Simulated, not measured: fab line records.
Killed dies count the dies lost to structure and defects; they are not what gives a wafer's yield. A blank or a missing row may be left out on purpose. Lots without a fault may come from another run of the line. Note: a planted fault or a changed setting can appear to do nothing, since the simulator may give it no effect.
Split-lot experiment	flow n5Finfet	route with 1938 steps; 7 lots, 21 wafers read

## ABOUT THE SPLIT
At N5_PASSIVATION_PECVD_53 (deposits SiO2 from TEOS/O2, target thk 800 nm, time 169.4 s), the setting timeS was moved away from the recipe's 169.4 s on 4 of the 21 wafers read, by -9.0% to +8.0%. For the rest of the wafers, this setting stayed at what the recipe calls for.

The reading is taken at the split's own step.

## THE READING
SiO2_of_PASSIVATION_PECVD_53.thkNm (the simulator's own value, which no gauge read), in nm, at N5_PASSIVATION_PECVD_53 (deposits SiO2 from TEOS/O2, target thk 800 nm, time 169.4 s). The file does not state a usual value for it. Average 803.9 nm, standard deviation 13 nm, over the 17 wafers here run with the recipe.

wafer	tool, chamber at the split	timeS as run, s	against the recipe	SiO2_of_PASSIVATION_PECVD_53.thkNm, nm	against lot-mates on the recipe
L075.3	pecvd-01, 2	169.4	recipe	794.4	-
L075.5	pecvd-01, 2	169.4	recipe	812.4	-
L075.6	pecvd-01, 1	169.4	recipe	819.2	-
L074.1	pecvd-02, 1	169.4	recipe	776.8	-
L074.3	pecvd-02, 2	169.4	recipe	778.4	-
L074.5	pecvd-02, 2	169.4	recipe	792.4	-
L076.2	pecvd-02, 2	169.4	recipe	791	-
L076.4	pecvd-02, 2	154.2	-9.0%	729	-74.7
L076.6	pecvd-02, 0	169.4	recipe	816.4	-
L077.1	pecvd-02, 2	183	+8.0%	852.6	+41.1
L077.2	pecvd-02, 0	169.4	recipe	804.6	-
L077.5	pecvd-02, 0	169.4	recipe	818.4	-
L084.3	pecvd-04, 0	169.4	recipe	812.2	-
L084.4	pecvd-04, 1	169.4	recipe	800.2	-
L084.5	pecvd-04, 1	169.4	recipe	803.2	-
L086.1	pecvd-04, 0	160.3	-5.4%	773.8	-40.0
L086.3	pecvd-04, 1	169.4	recipe	813.8	-
L086.5	pecvd-04, 2	160.3	-5.4%	771	-42.8
L096.4	pecvd-02, 0	169.4	recipe	817.8	-
L096.5	pecvd-02, 2	169.4	recipe	809.2	-
L096.6	pecvd-02, 1	169.4	recipe	805.6	-

FIT RESULTS
A straight line over all 21 wafers: SiO2_of_PASSIVATION_PECVD_53.thkNm changes by +6.89 nm for each +1% of timeS; r = +0.87; the points scatter about the line by 13 nm.
The same after taking each lot's own level away (the mean of its wafers on the recipe; 21 wafers): +7.04 nm for each +1%; r = +0.94; scatter 8.6 nm.
That fit puts the effect of the largest move of timeS on the reading at 63 nm.
The lots' own levels span 782.53 to 813.80 nm, that is 2.4 times the standard deviation above.
Consequently the slope shifts little with the lot-to-lot level, the two slopes agreeing.
Check: with one of the wafers moved furthest among these (-9.0%) left out of the fit, the line predicts -57.9 nm for it against its lot-mates. It came out at -74.7 nm against them.

## FURTHER SPLITS ON THESE WAFERS
These wafers also went through other splits before the reading. Each is held against what the fit with the lots' levels taken away leaves over:
other split on the same wafers	wafers away from the commonest value	r with SiO2_of_PASSIVATION_PECVD_53.thkNm (lot level and that fit taken away)
N5_MIM_TOP_ETCH_PECVD_03 timeS	4	-0.38
N5_MIM_BOT_LITHO_EXPOSE_05 doseMj	12	-0.11

## FILE'S OWN FIT
SiO2_of_PASSIVATION_PECVD_53.thkNm changes by +7.03 nm for each +1% of timeS, r = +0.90.
